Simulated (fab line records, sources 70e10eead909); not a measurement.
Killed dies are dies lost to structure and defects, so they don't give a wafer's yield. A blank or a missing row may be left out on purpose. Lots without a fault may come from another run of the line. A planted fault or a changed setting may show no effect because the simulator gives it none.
Chamber matching | flow nand_harc | NHARC_P_GATE_DESCUM_93 on rie_diel-08: 4 sister chambers
The step chemistry O2, time 3 s. 4 wafers are shown with their chamber, then 8 later ones without.

WAFERS WITH THEIR CHAMBER
wafer  | chamber | drypump_motor_current_A (A)
L080.5 | 2       | 5.5
L087.5 | 0       | 5.9
L087.6 | 1       | 5.5
L090.1 | 3       | 6.1

WAFERS WITHOUT THEIR CHAMBER
wafer  | drypump_motor_current_A (A)
L090.2 | 5.8
L090.3 | 5.5
L093.1 | 5.5
L093.2 | 6.1
L093.4 | 5.5
L094.1 | 5.5
L094.2 | 5.5
L094.4 | 6.1

WHICH CHAMBER EACH WENT THROUGH
wafer  | from the rows above     | in truth
L090.2 | 0                       | 0
L090.3 | can't be placed: 1 or 2 | 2
L093.1 | can't be placed: 1 or 2 | 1
L093.2 | 3                       | 3
L093.4 | can't be placed: 1 or 2 | 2
L094.1 | can't be placed: 1 or 2 | 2
L094.2 | can't be placed: 1 or 2 | 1
L094.4 | 3                       | 3
Placed correctly: 3 of 8. Can't be placed from these rows: 5 (the true chamber is among the candidates in 5). Placed wrongly: 0.
How it was worked out, from the rows above alone: a wafer's distance from a chamber is the root of the sum, over the readings, of the square of ((its reading less the chamber's mean) divided by the reading's scatter). The wafer belongs to the nearest chamber; if the next one is less than 2 further off, it can't be placed. A chamber's mean is the mean of its shown wafers. The scatter: with one shown wafer a chamber, the root of the mean of the squares of how far each hidden wafer lies from its nearest shown one.
